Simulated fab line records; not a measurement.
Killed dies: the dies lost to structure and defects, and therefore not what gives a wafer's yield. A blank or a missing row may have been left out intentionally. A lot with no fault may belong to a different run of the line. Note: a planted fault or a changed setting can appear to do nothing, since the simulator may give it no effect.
Chamber matching | flow n5 finfet | 4 sister chambers for N5_BEOL_M5_ALD_86 on ald metal-01
The step deposits TaN, pulse time 2 s, purge time 3 s, co reactant purge time 2 s. 4 wafers are shown with their chamber, then 12 later ones without.

WAFERS PAIRED WITH THEIR CHAMBERS
wafer  | chamber | heater power w (W)
L087.6 | 0       | 383
L085.4 | 3       | 410
L086.4 | 2       | 419
L086.6 | 1       | 410

WAFERS MISSING THEIR CHAMBER
wafer  | heater power w (W)
L089.3 | 409
L089.4 | 409
L089.6 | 409
L091.1 | 412
L091.2 | 391
L091.6 | 409
L090.2 | 401
L090.4 | 400
L090.5 | 409
L097.1 | 427
L097.4 | 402
L097.5 | 416

CHAMBER TAKEN BY EACH
wafer  | from the rows above               | in truth
L089.3 | can't be placed: 1 or 3 or 2      | 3
L089.4 | can't be placed: 1 or 3 or 2      | 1
L089.6 | can't be placed: 1 or 3 or 2      | 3
L091.1 | can't be placed: 1 or 3 or 2      | 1
L091.2 | can't be placed: 0 or 1 or 3      | 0
L091.6 | can't be placed: 1 or 3 or 2      | 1
L090.2 | can't be placed: 1 or 3 or 0 or 2 | 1
L090.4 | can't be placed: 1 or 3 or 0 or 2 | 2
L090.5 | can't be placed: 1 or 3 or 2      | 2
L097.1 | can't be placed: 2 or 1 or 3      | 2
L097.4 | can't be placed: 1 or 3 or 2 or 0 | 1
L097.5 | can't be placed: 2 or 1 or 3      | 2
Placed correctly: 0 of 12. Not placeable from these rows: 12 (in 12, the candidates include the true chamber). Placed wrongly: 0.
How it was worked out, from the rows above alone: a wafer's distance from a chamber is the root of the sum, over the readings, of the square of ((its reading less the chamber's mean) divided by the reading's scatter). The wafer belongs to the nearest chamber; if the next one is less than 2 further off, it can't be placed. For every chamber, the mean is computed from those of its wafers that are shown. The scatter: with one shown wafer a chamber, the root of the mean of the squares of how far each hidden wafer lies from its nearest shown one.
